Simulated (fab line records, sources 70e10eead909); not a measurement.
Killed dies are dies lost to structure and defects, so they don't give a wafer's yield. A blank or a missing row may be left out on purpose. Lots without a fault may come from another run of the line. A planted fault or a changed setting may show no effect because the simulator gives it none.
Chamber matching | flow nand_harc | NHARC_A_STAIRCASE_ALD_415 on ald_hk-03: 4 sister chambers
The step deposits SiO2, target thk 30 nm, pulse time 6 s, ald cycles 300. 33 wafers are shown with their chamber, then 12 later ones without.

WAFERS WITH THEIR CHAMBER
wafer  | chamber | heater_power_w (W) | precursor_pulse_height_rel
L075.2 | 0       | 530                | 0.991
L075.4 | 2       | 418                | 1.004
L075.6 | 0       | 528                | 1.011
L076.3 | 2       | 420                | 0.997
L076.4 | 1       | 568                | 1.011
L076.5 | 2       | 415                | 1.002
L076.1 | 3       | 543                | 0.994
L076.2 | 0       | 521                | 0.987
L076.6 | 3       | 567                | 0.966
L082.2 | 3       | 591                | 0.992
L082.3 | 2       | 415                | 1.016
L082.6 | 3       | 569                | 0.977
L081.1 | 2       | 412                | 1.014
L081.4 | 1       | 557                | 0.993
L081.6 | 2       | 420                | 1.009
L083.2 | 2       | 413                | 0.979
L083.4 | 1       | 566                | 1.016
L083.5 | 3       | 568                | 0.978
L087.2 | 2       | 415                | 0.983
L087.3 | 3       | 511                | 1.011
L087.6 | 0       | 500                | 1.002
L087.1 | 0       | 498                | 0.976
L087.4 | 1       | 550                | 0.986
L087.5 | 3       | 516                | 0.997
L086.1 | 3       | 513                | 0.998
L086.2 | 2       | 415                | 1.008
L086.4 | 0       | 503                | 0.990
L085.1 | 3       | 515                | 1.014
L085.3 | 1       | 550                | 0.998
L085.6 | 1       | 558                | 0.999
L089.1 | 1       | 556                | 0.993
L089.4 | 3       | 515                | 0.995
L089.5 | 1       | 555                | 1.006

SIGNATURES (means of the wafers above)
reading                    | chamber 0 | chamber 1 | chamber 2 | chamber 3 | scatter within a chamber
heater_power_w             | 513.33    | 557.50    | 415.89    | 540.80    | 18.4
precursor_pulse_height_rel | 0.99283   | 1.00025   | 1.00133   | 0.99220   | 0.0129
Rule: a wafer's distance from a chamber is the root of the sum, over the readings, of the square of ((its reading less the chamber's mean) divided by the reading's scatter). The wafer belongs to the nearest chamber; if the next one is less than 2 further off, it can't be placed. The scatter: the root of (the sum of the squares of (reading less its chamber's mean) over the shown wafers, divided by (wafers less chambers)).

WAFERS WITHOUT THEIR CHAMBER
wafer  | heater_power_w (W) | precursor_pulse_height_rel
L092.2 | 511                | 1.018
L092.3 | 426                | 0.998
L092.6 | 548                | 1.009
L094.1 | 404                | 0.967
L094.2 | 550                | 0.999
L094.3 | 529                | 0.991
L094.4 | 512                | 0.997
L094.5 | 542                | 0.971
L094.6 | 419                | 0.992
L097.3 | 419                | 0.996
L097.4 | 566                | 1.001
L097.6 | 412                | 0.997

WHICH CHAMBER EACH WENT THROUGH
wafer  | from the rows above          | in truth
L092.2 | can't be placed: 0 or 3 or 1 | 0
L092.3 | 2                            | 2
L092.6 | can't be placed: 1 or 3 or 0 | 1
L094.1 | 2                            | 2
L094.2 | can't be placed: 1 or 3 or 0 | 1
L094.3 | can't be placed: 3 or 0 or 1 | 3
L094.4 | can't be placed: 0 or 3      | 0
L094.5 | can't be placed: 3 or 0 or 1 | 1
L094.6 | 2                            | 2
L097.3 | 2                            | 2
L097.4 | can't be placed: 1 or 3      | 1
L097.6 | 2                            | 2
Placed correctly: 5 of 12. Can't be placed from these rows: 7 (the true chamber is among the candidates in 7). Placed wrongly: 0.
